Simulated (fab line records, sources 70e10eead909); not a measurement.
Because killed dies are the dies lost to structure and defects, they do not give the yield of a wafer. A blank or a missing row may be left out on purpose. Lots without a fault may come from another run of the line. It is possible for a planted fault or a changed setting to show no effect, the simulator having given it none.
fab line records	flow nand-harc
[record] lots = 12	wafers = 36	last-day = 25
route steps=1159 shown P_STI@90 P_GATE@124 END@1159
lots that met no fault: from a run of the same line without faults
start-h: hours from the record's opening day to when the first of the lot's shown wafers began	wait-h: hours from the lot's prior step to this one	" identical to the entry in the row above	L1.1+2: a single row standing in for several wafers	- no value present, or no start provided	* or withheld: withheld	< > ~ a bound
route shown NAME@n: a module of which the file shows steps, and the number in the route of the first	usual: the fault-free wafers' mean and standard deviation	same: alike in all rows	chamber/n: place in a boat	sites: readings site by site	_std_site: their standard deviation	_edge_site: mean of outer sites minus mean of inner sites	radius-mm: for every site, how far away it sits from the centre of the wafer	mask NAME#n: copy n	behind: tool/chamber where the wafer was last shaped	hold: cause of the lot's hold/its duration in hours/its outcome	device: whichever transistor did not switch (one of n, p or np)	end of line: the route-end tests of the same wafers	step lacking rows: just its recipe	killed: at the first sort, the dies lost to defects and structure; wafer yield is something else	map: the dies of a wafer, with x for killed, . for not killed, _ for no die there
set.NAME: the setting as run; set.NAME@STEP: as run at that earlier step	model.NAME: the simulator's own value behind a step, which no gauge read
one table for each step of the route and one row for each wafer, over a sample of lots
services: the hour from which a tool's chamber was out of use, counted from the record's first day as start-h (under 0 if before that day), plus the number of hours and why
[[steps]]
[step NHARC_P_STI_ETCH_15]
[recipe] target-depth-a = 3000	taper-deg = 4	time-s = 100.1	hbr-flow-sccm = 150	cl2-flow-sccm = 50	rf-w = 400	icp-w = 400	bias-w = 100	chemistry = HBr/Cl2
[usual] bias-w = 100.02/0.26	drypump-motor-current-A = 5.7/0.52	oes-product-au = 1.000/0.0087	rf-fwd-power-W = 397.2/1.2	throttle-valve-pct = 26.406/0.0092
lot.wafer	tool	chamber	start-h	wait-h	bias-w	drypump-motor-current-A	oes-product-au	rf-fwd-power-W	rf-hours-counter-h	throttle-valve-pct
L927.1	rie-si-01	2	38.27	-	99.84	6.2	1.006	395.7	0.7	26.411
L927.2	"	3	"	"	100.21	5.5	1.002	397.1	0.6	26.397
L927.5	"	1	"	"	99.89	5.1	1.000	396.1	-	26.400
L932.1	rie-si-03	1	62.40	-	99.84	5.8	1.011	398.2	0.7	26.406
L932.4	"	2	"	"	99.92	5.7	0.998	397.4	0.6	26.396
L932.6	"	2	"	"	100.00	5.7	1.000	396.0	-	26.401
L931.4	rie-si-01	0	62.58	-	99.90	6.7	1.006	398.0	0.8	26.410
L931.3	"	3	"	"	100.30	5.5	0.999	397.9	0.7	26.410
L931.5	"	0	"	"	100.12	6.7	1.006	398.4	-	26.399
L933.1	rie-si-01	1	73.74	-	100.30	5.1	0.998	396.8	1.1	26.399
L933.5	"	3	"	"	99.64	5.5	0.994	395.4	-	26.388
L933.6	"	0	"	"	100.01	6.7	1.015	397.5	-	26.391
L934.2	rie-si-05	3	77.24	-	99.85	5.2	1.008	396.4	0.1	26.411
L934.3	"	0	"	"	99.84	5.5	1.003	398.4	0.1	26.406
L934.4	"	1	"	"	99.87	5.7	1.012	398.0	0.0	26.399
L935.2	rie-si-05	3	84.64	-	100.14	5.2	1.015	396.2	0.1	26.420
L935.3	"	0	"	"	99.84	5.5	1.001	398.7	0.1	26.404
L935.5	"	2	"	"	100.17	5.2	1.006	397.4	-	26.408
L940.3	rie-si-01	0	113.76	-	99.51	6.7	0.997	396.4	1.2	26.415
L940.1	"	1	"	"	99.80	5.1	0.979	396.1	1.3	26.413
L940.5	"	3	"	"	100.50	5.5	0.995	396.8	-	26.406
L945.4	rie-si-01	2	144.48	-	100.46	6.2	1.004	395.8	0.0	26.397
L945.2	"	0	"	"	99.93	6.7	1.003	399.6	0.0	26.400
L945.5	"	3	"	"	100.00	5.5	0.980	398.8	-	26.410
L948.2	rie-si-01	0	159.66	-	100.14	6.7	1.002	395.4	0.2	26.407
L948.1	"	2	"	"	99.75	6.2	0.993	396.0	0.3	26.413
L948.4	"	3	"	"	99.91	5.5	0.983	398.9	0.2	26.410
L947.4	rie-si-05	0	159.86	-	99.72	5.4	1.017	398.5	0.7	26.406
L947.3	"	3	"	"	100.17	5.2	1.010	397.0	0.7	26.413
L947.5	"	1	"	"	99.73	5.7	1.010	396.9	-	26.424
L950.1	rie-si-03	1	170.77	-	99.99	5.7	1.011	396.3	0.0	26.414
L950.5	"	3	"	"	99.78	4.9	1.008	394.8	-	26.390
L950.6	"	0	"	"	99.71	5.7	0.994	396.9	-	26.420
L949.3	rie-si-01	2	170.79	-	100.12	6.2	0.996	396.3	0.3	26.393
L949.6	"	1	"	"	100.25	5.1	0.987	399.3	-	26.404
L949.5	"	2	"	"	100.27	6.2	0.993	395.5	-	26.401
[step NHARC_P_GATE_DESCUM_13]
[recipe] time-s = 3	o2-flow-sccm = 200	ar-flow-sccm = 0	bias-power-w = 0	chemistry = O2
[usual] drypump-motor-current-A = 5.7/0.35	oes-product-au = 1.001/0.012	rf-vpp-V = 58.1/0.83	showerhead-plenum-p-Torr = 1.96/0.05	throttle-valve-pct = 11.312/0.008
lot.wafer	tool	chamber	start-h	wait-h	drypump-motor-current-A	oes-product-au	rf-hours-counter-h	rf-vpp-V	showerhead-plenum-p-Torr	throttle-valve-pct
L927.1	rie-diel-04	2	77.66	-	6.2	1.018	47	58.3	1.95	11.310
L927.2	"	0	"	"	5.6	0.998	49	58.1	1.96	11.314
L927.5	"	2	"	"	6.1	1.014	-	58.2	1.95	11.311
L931.4	rie-diel-08	3	100.23	-	6.2	0.996	52	58.1	2.01	11.302
L931.3	"	1	"	"	5.7	1.012	51	57.9	2.05	11.300
L931.5	"	3	"	"	6.2	0.999	-	58.8	2.01	11.301
L932.4	rie-diel-04	2	100.36	-	6.2	1.020	56	58.3	1.95	11.316
L932.1	"	3	"	"	5.8	1.020	55	57.4	1.92	11.313
L932.6	"	2	"	"	6.2	1.026	-	59.0	1.95	11.313
L935.3	rie-diel-08	2	118.01	-	5.5	1.004	53	58.8	2.04	11.321
L935.2	"	1	"	"	5.7	1.003	58	59.0	2.04	11.316
L935.5	"	2	"	"	5.5	1.000	-	56.7	2.04	11.304
L934.2	rie-diel-02	1	118.17	-	5.5	0.992	25	56.9	2.01	11.285
L934.3	"	2	"	"	6.1	0.973	26	58.1	1.88	11.322
L934.4	"	0	"	"	5.5	0.997	26	59.0	1.93	11.315
L933.1	rie-diel-08	0	118.34	-	5.2	1.018	59	57.6	1.90	11.314
L933.6	"	3	"	"	6.2	1.001	-	58.7	2.01	11.317
L933.5	"	0	"	"	5.2	1.029	-	56.8	1.90	11.319
L940.3	rie-diel-04	1	151.76	-	5.6	0.997	11	58.9	1.99	11.317
L940.1	"	2	"	"	6.2	0.992	12	58.7	1.94	11.324
L940.5	"	1	"	"	5.6	0.997	-	58.3	1.99	11.312
L945.2	rie-diel-02	2	184.43	-	6.1	0.992	5	56.7	1.88	11.315
L945.4	"	0	"	"	5.5	0.999	4	56.8	1.92	11.310
L945.5	"	2	"	"	6.1	0.979	-	56.8	1.88	11.301
L947.3	rie-diel-08	1	200.89	-	5.7	1.004	20	57.6	2.04	11.311
L947.4	"	2	"	"	5.5	0.988	26	58.2	2.03	11.312
L947.5	"	0	"	"	5.2	1.017	-	57.9	1.89	11.312
L948.4	rie-diel-02	3	201.04	-	5.1	0.996	7	58.7	1.97	11.315
L948.2	"	1	"	"	5.5	1.002	8	58.0	2.01	11.314
L948.1	"	2	"	"	6.1	0.980	7	57.6	1.88	11.319
L949.3	rie-diel-04	1	208.26	-	5.6	1.004	36	56.0	1.98	11.310
L949.5	"	1	"	"	5.6	0.999	-	59.0	1.98	11.323
L949.6	"	2	"	"	6.1	0.987	-	59.2	1.93	11.316
L950.1	rie-diel-08	1	208.46	-	5.7	0.993	23	59.3	2.03	11.296
L950.5	"	2	"	"	5.5	0.984	-	58.2	2.02	11.313
L950.6	"	3	"	"	6.2	0.992	-	58.5	2.00	11.305
[step NHARC_P_GATE_HM_DEP_102]
[recipe] target-thk-a = 1200	temp-c = 400	material = aC
[usual] throttle-valve-pct = 34.999/0.0089
lot.wafer	tool	chamber	start-h	wait-h	throttle-valve-pct
L927.1	acl-dep-01	0	92.13	2.6	35.012
L927.2	"	0	"	"	34.991
L927.5	"	0	"	"	34.997
L932.1	acl-dep-02	0	112.43	0.4	35.002
L932.4	"	0	"	"	35.000
L932.6	"	0	"	"	34.995
L931.3	acl-dep-03	0	113.17	1.1	34.993
L931.4	"	0	"	"	35.000
L931.5	"	0	"	"	34.997
L934.2	acl-dep-01	0	130.62	0.5	34.996
L934.3	"	0	"	"	34.993
L934.4	"	0	"	"	34.982
L935.2	acl-dep-02	0	130.92	0.8	35.003
L935.3	"	0	"	"	34.995
L935.5	"	0	"	"	34.986
L933.1	acl-dep-01	0	131.15	1.0	34.996
L933.5	"	0	"	"	35.008
L933.6	"	0	"	"	35.009
L940.1	acl-dep-01	0	167.61	4.1	35.010
L940.3	"	0	"	"	34.988
L940.5	"	0	"	"	35.006
L945.2	acl-dep-03	0	197.93	1.1	34.999
L945.4	"	0	"	"	34.994
L945.5	"	0	"	"	34.989
L948.1	acl-dep-01	0	214.50	0.7	34.998
L948.2	"	0	"	"	35.005
L948.4	"	0	"	"	35.003
L947.3	acl-dep-01	0	215.37	1.6	35.000
L947.4	"	0	"	"	35.006
L947.5	"	0	"	"	35.001
L950.1	acl-dep-01	0	221.88	1.3	34.999
L950.5	"	0	"	"	35.000
L950.6	"	0	"	"	35.006
L949.3	acl-dep-02	0	221.88	1.3	35.011
L949.5	"	0	"	"	35.003
L949.6	"	0	"	"	34.988
[step NHARC_P_GATE_ETCH_104]
[recipe] target-depth-a = 600	time-s = withheld	cf4-flow-sccm = 100	chf3-flow-sccm = 30	ar-flow-sccm = 0	rf-w = 500	bias-w = 200	chemistry = CF4/CHF3
[usual] bias-w = 200.0/0.66	drypump-motor-current-A = 5.6/0.34	oes-product-au = 0.949/0.019	rf-fwd-power-W = 491.9/2.9	rf-vpp-V = 371.7/1.4	showerhead-plenum-p-Torr = 1.61/0.037	throttle-valve-pct = 16.802/0.0088
lot.wafer	tool	chamber	start-h	wait-h	bias-w	drypump-motor-current-A	oes-product-au	rf-fwd-power-W	rf-vpp-V	showerhead-plenum-p-Torr	throttle-valve-pct
L927.1	rie-diel-02	1	93.65	0.1	200.1	5.5	0.953	491.6	372.9	1.65	16.798
L927.2	"	0	"	"	201.2	5.5	0.966	493.4	370.4	1.58	16.795
L927.5	"	1	"	"	199.8	5.5	0.952	492.7	372.7	1.65	16.791
L932.1	rie-diel-02	1	114.29	0.2	199.6	5.5	0.940	490.4	374.0	1.65	16.785
L932.4	"	2	"	"	200.0	6.2	0.930	489.5	371.1	1.55	16.821
L932.6	"	2	"	"	198.9	6.2	0.932	489.4	370.0	1.55	16.801
L931.3	rie-diel-02	3	115.08	0.1	199.4	5.1	0.981	489.7	372.3	1.62	16.807
L931.4	"	0	"	"	199.7	5.5	0.964	494.7	371.2	1.58	16.792
L931.5	"	3	"	"	199.9	5.1	0.975	487.2	371.1	1.62	16.818
L934.2	rie-diel-02	1	132.15	0.1	199.4	5.5	0.917	490.3	372.9	1.65	16.792
L934.3	"	2	"	"	200.0	6.1	0.903	490.3	370.4	1.55	16.804
L934.4	"	3	"	"	199.8	5.0	0.917	487.3	371.8	1.62	16.791
L935.3	rie-diel-02	3	132.45	0.1	201.4	5.1	0.716	287.6	372.6	1.62	16.807
L935.2	"	0	"	"	200.3	5.5	0.711	296.9	371.0	1.58	16.802
L935.5	"	3	"	"	201.4	5.1	0.718	288.6	372.6	1.62	16.796
L933.1	rie-diel-02	0	132.85	0.2	199.8	5.5	0.719	296.6	369.9	1.58	16.796
L933.5	"	1	"	"	200.2	5.5	0.717	289.7	372.0	1.65	16.811
L933.6	"	2	"	"	200.1	6.1	0.707	290.3	370.4	1.55	16.787
L940.1	rie-diel-08	3	169.33	0.1	199.0	6.2	0.960	491.3	373.1	1.64	16.793
L940.3	"	1	"	"	199.3	5.7	0.933	488.9	372.5	1.67	16.808
L940.5	"	0	"	"	199.5	5.2	0.979	487.5	369.6	1.56	16.804
L945.2	rie-diel-04	0	199.59	0.2	199.6	5.5	0.942	491.3	371.4	1.60	16.801
L945.4	"	3	"	"	201.1	5.8	0.936	488.7	370.3	1.57	16.799
L945.5	"	0	"	"	198.2	5.5	0.943	491.1	371.4	1.60	16.803
L948.1	rie-diel-02	3	216.14	0.1	199.2	5.1	0.925	492.6	372.8	1.62	16.807
L948.2	"	0	"	"	200.6	5.5	0.928	495.1	370.7	1.58	16.814
L948.4	"	1	"	"	200.1	5.5	0.926	489.9	373.8	1.65	16.801
L947.3	rie-diel-08	2	216.79	0.1	199.8	5.5	0.918	489.3	372.7	1.66	16.807
L947.4	"	0	"	"	200.8	5.2	0.954	484.8	370.8	1.55	16.813
L947.5	"	3	"	"	199.7	6.2	0.941	492.1	373.4	1.64	16.807
L949.3	rie-diel-08	2	223.32	0.1	200.1	5.5	0.942	491.7	374.7	1.66	16.806
L949.6	"	1	"	"	199.5	5.7	0.965	490.3	374.2	1.67	16.804
L949.5	"	2	"	"	200.4	5.5	0.947	493.3	372.9	1.66	16.791
L950.1	rie-diel-02	2	223.55	0.1	199.3	6.2	0.938	489.6	369.7	1.54	16.798
L950.5	"	0	"	"	200.0	5.5	0.960	495.4	370.8	1.58	16.805
L950.6	"	1	"	"	200.4	5.5	0.979	489.3	372.9	1.65	16.804
[step NHARC_END_SORT_01]
[recipe] temp-c = 25
[usual] killed-at-array = 28/8.6	killed-at-other = 0.7/1.2	killed-at-periphery = 3.1/2.3	killed-dies = 32/8.7	killed-open = 3.2/1.7	killed-short = 2.0/1.5
[same] gross-dies = 677
lot.wafer	tool	chamber	start-h	wait-h	killed-at-array	killed-at-other	killed-at-periphery	killed-dies	killed-open	killed-short
L934.2	prober-02	0	485.95	2.8	30	4	7	41	2	4
L934.3	prober-02	0	486.75	3.1	21	0	8	29	2	2
L934.4	prober-02	0	487.54	3.4	28	2	3	33	2	5
L933.1	prober-02	0	492.92	2.5	25	0	0	25	1	0
L933.5	prober-02	0	496.13	3.7	25	1	4	30	7	1
L933.6	prober-02	0	496.93	4.0	32	0	2	34	5	2
// killed by level:class
L934.2 A_CHANNEL_HOLE_D1:chamber-film-flake=21 A_STAIRCASE:chamber-film-flake=4 THIN_TSV:chamber-film-flake=4 P_STI:chamber-film-flake=2 A_CONTACT:chamber-film-flake=2 P_STI:geometric-particle:short=1 P_GATE:geometric-particle:short=1 P_CONTACT:geometric-particle:open=1
L934.3 A_CHANNEL_HOLE_D1:chamber-film-flake=12 P_CONTACT:chamber-film-flake=3 P_GATE:chamber-film-flake=2 A_CHANNEL_FILL_D1:chamber-film-flake=2 A_STAIRCASE:chamber-film-flake=2 A_CONTACT:chamber-film-flake=2 P_CONTACT:geometric-particle:short=1 P_M0:geometric-particle:open=1
L934.4 A_CHANNEL_HOLE_D1:chamber-film-flake=13 A_STAIRCASE:chamber-film-flake=6 A_SOURCE_PLATE:geometric-particle:short=2 THIN_TSV:chamber-film-flake=2 P_STI:chamber-film-flake=2 A_ZERO_WELL:chamber-film-flake=2 P_M0:geometric-particle:open=1 A_WL_FILL:geometric-particle:short=1
L933.1 A_SLIT:chamber-film-flake=10 A_STAIRCASE:chamber-film-flake=9 A_CONTACT:chamber-film-flake=3 A_WL_FILL:geometric-particle:open=1 A_ZERO_WELL:chamber-film-flake=1 A_CHANNEL_HOLE_D1:chamber-film-flake=1
L933.5 A_SLIT:chamber-film-flake=16 A_CONTACT:chamber-film-flake=4 P_CONTACT:geometric-particle:open=3 A_CHANNEL_HOLE_D1:chamber-film-flake=2 P_GATE:geometric-particle:open=1 A_ONON_D1:geometric-particle:open=1 A_CHANNEL_FILL_D1:geometric-particle:short=1 A_SGD_CUT:geometric-particle:open=1
L933.6 A_SLIT:chamber-film-flake=11 A_STAIRCASE:chamber-film-flake=5 A_CONTACT:chamber-film-flake=5 A_CHANNEL_HOLE_D1:chamber-film-flake=3 A_WL_FILL:geometric-particle:open=2 A_CHANNEL_FILL_D1:chamber-film-flake=2 P_CONTACT:geometric-particle:open=1 A_CHANNEL_FILL_D1:geometric-particle:open=1
[[services]]
tool	chamber	start-h	hours	kind
rie-si-05	1	29.29	13.2	repair
rie-diel-02	0	31.80	-	clean
rie-diel-02	1	31.80	-	clean
rie-diel-02	2	31.80	-	clean
acl-dep-03	-	42.49	13.0	pm
rie-diel-02	-	58.73	0.8	repair
rie-si-05	-	62.00	9.0	pm
rie-diel-08	2	82.16	8.5	repair
rie-diel-02	3	93.50	17.5	repair
rie-diel-04	-	111.92	9.0	pm
acl-dep-01	-	114.20	13.0	pm
rie-diel-08	-	124.82	9.0	pm
rie-si-01	-	127.02	9.0	pm
rie-diel-08	1	137.29	2.1	repair
rie-diel-02	-	140.44	1.9	repair
rie-diel-02	-	150.83	9.0	pm
rie-si-03	-	155.00	9.0	pm
rie-si-01	-	167.44	0.6	repair
acl-dep-02	-	168.51	13.0	pm
rie-diel-04	3	173.13	4.1	repair
rie-diel-08	1	174.15	12.8	repair
rie-diel-04	2	185.68	6.1	repair
rie-si-05	0	192.16	3.1	repair
acl-dep-02	-	213.99	6.0	repair
[[key]]
[first-sign] step = NHARC_P_GATE_ETCH_104	reading = rf-fwd-power-W	direction = down	sigmas = 69	usual = *	struck = *
[effect] step = NHARC_P_GATE_ETCH_104	reading = oes-product-au	direction = down	sigmas = 12	usual = 0.949	struck = 0.715
met-at NHARC_P_GATE_ETCH_104
struck-lots L933,L935
tester-left-out L933,L935
not-acting-at NHARC_P_STI_ETCH_15,NHARC_P_GATE_DESCUM_13,NHARC_P_GATE_HM_DEP_102
onset-between 132.15 132.45
[fault] kind = process-parameter-drift	tool = rie-diel-02	chamber = -	onset-h = 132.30	steps = NHARC_P_GATE_ETCH_104	channel = rf-w	offset = *	shape = step	end-h = 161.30	acts-in = *	stated = *
// tester-left-out: of these lots the tester's yield and bins aren't shown, on N5 and GAA mostly nor the transistor test; their killed dies are dies lost to structure and defects alone, not to doping, threshold or leakage, so they don't give the yield
